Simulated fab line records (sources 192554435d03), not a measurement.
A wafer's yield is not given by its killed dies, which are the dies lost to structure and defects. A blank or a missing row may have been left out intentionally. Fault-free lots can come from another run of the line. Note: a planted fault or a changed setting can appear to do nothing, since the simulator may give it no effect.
3 desks, one fault | flow n5-finfet | every desk sees just its own numbers, and what lay behind them comes last

== METROLOGY DESK ==
Means of the sampled wafers that have a number, per lot and without regard to the tool the lot ran on: this is what the gauges read. If a lot's mean is further than 4 standard deviations from the usual mean, the lot is out of limits and carries the mark OUT (the distance appears in the brackets).
Columns: A = cd-nm at N5_BEOL_M14_CD_MEAS_10, usual 250.3 nm; B = V13_OVL at N5_BEOL_M14_OVL_MEAS_11, usual -1 nm; C = cd-nm at N5_BEOL_M14_CD_MEAS_17, usual 251.0 nm
lot  | first seen here | A     | B   | C
L873 | day 11 23:03    | 249.0 | -10 | 249.4
L874 | day 12 16:17    | 249.4 | -8  | 253.2
L884 | day 14 05:47    | 252.6 | -1  | 260.7 (+4.2) OUT
L885 | day 15 00:00    | 252.6 | -2  | 254.9
L887 | day 15 06:18    | 253.0 | -4  | 252.9
L893 | day 16 18:57    | 248.0 | 4   | 249.5
Finding of this desk: L884 out of limits; the first was L884 at day 14 06:19, on cd-nm at N5_BEOL_M14_CD_MEAS_17. Within limits: L873, L874, L885, L887, L893.

== THE DEFECT DESK ==
Per lot, the means of the sampled wafers with a number show what the inspections along the route counted. If a lot's mean is further than 4 standard deviations from the usual mean, the lot is out of limits and carries the mark OUT (the distance appears in the brackets).
Columns: A = raw-defect-count at N5_BEOL_M14_INSPECT_12, usual 1.9
lot  | first seen here | A
L873 | day 11 23:06    | 3.7
L874 | day 12 16:20    | 3.5
L884 | day 14 05:51    | 1.0
L885 | day 15 00:04    | 2.3
L887 | day 15 06:21    | 3.0
L893 | day 16 19:00    | 2.3
This desk found nothing out of limits on any of the 6 lots.

== THE TOOL OWNER'S DESK: rie-diel-06 ==
The tool's own readings at N5_BEOL_M14_ETCH_59 (etches BARC in N2/H2, target depth 89 nm, overetch 26.7 nm, time 67.9 s): means of the sampled wafers that have a number, for each lot that ran on this tool. If a lot's mean is further than 4 standard deviations from the usual mean, the lot is out of limits and carries the mark OUT (the distance appears in the brackets).
Columns: A = bias-w at N5_BEOL_M14_ETCH_59, usual 149.9 W; B = drypump-motor-current-A at N5_BEOL_M14_ETCH_59, usual 5.7 A; C = oes-product-au at N5_BEOL_M14_ETCH_59, usual 0.67 a.u.; D = rf-vpp-V at N5_BEOL_M14_ETCH_59, usual 523.5 V; E = run-length-s at N5_BEOL_M14_ETCH_59, usual 91.3 s; F = showerhead-plenum-p-Torr at N5_BEOL_M14_ETCH_59, usual 2.53 Torr; G = throttle-valve-pct at N5_BEOL_M14_ETCH_59, usual 17.80 %
lot  | first seen here | A     | B   | C    | D     | E               | F    | G
L873 | day 11 23:23    | 150.1 | 5.5 | 0.68 | 525.1 | 91.9            | 2.58 | 17.54
L874 | day 12 16:25    | 149.9 | 5.8 | 0.63 | 522.6 | 105.7 (+31) OUT | 2.50 | 17.77
L884 | day 14 05:55    | 150.0 | 5.6 | 0.62 | 527.7 | 119.1 (+60) OUT | 2.70 | 17.59
Finding of this desk: L874, L884 out of limits; the first was L874 at day 12 16:25, on run-length-s at N5_BEOL_M14_ETCH_59. Within limits: L873.

== ALL TOGETHER ==
On L874, L884, at day 12 16:25, an alarm was possible from the tool owner's desk.
At day 14 06:19 the metrology desk could have sounded an alarm, on L884.
The defect desk saw nothing out of limits.
The metrology desk holds a record of L874, inside its limits.
The defect desk has L874, L884 on record, within its limits.
The lots listed all ran N5_BEOL_M14_ETCH_59 on rie-diel-06.

== WHAT HAD BEEN PUT IN BY THE SIMULATOR ==
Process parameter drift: rie-diel-06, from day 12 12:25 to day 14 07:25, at N5_BEOL_M14_ETCH_59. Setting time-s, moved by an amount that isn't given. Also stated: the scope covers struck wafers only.
Lots struck among those shown: L874, L884.
Delay (hours) between the fault's onset and each desk's first out-of-limits reading: 4 at the tool owner's desk, 42 at the metrology desk.
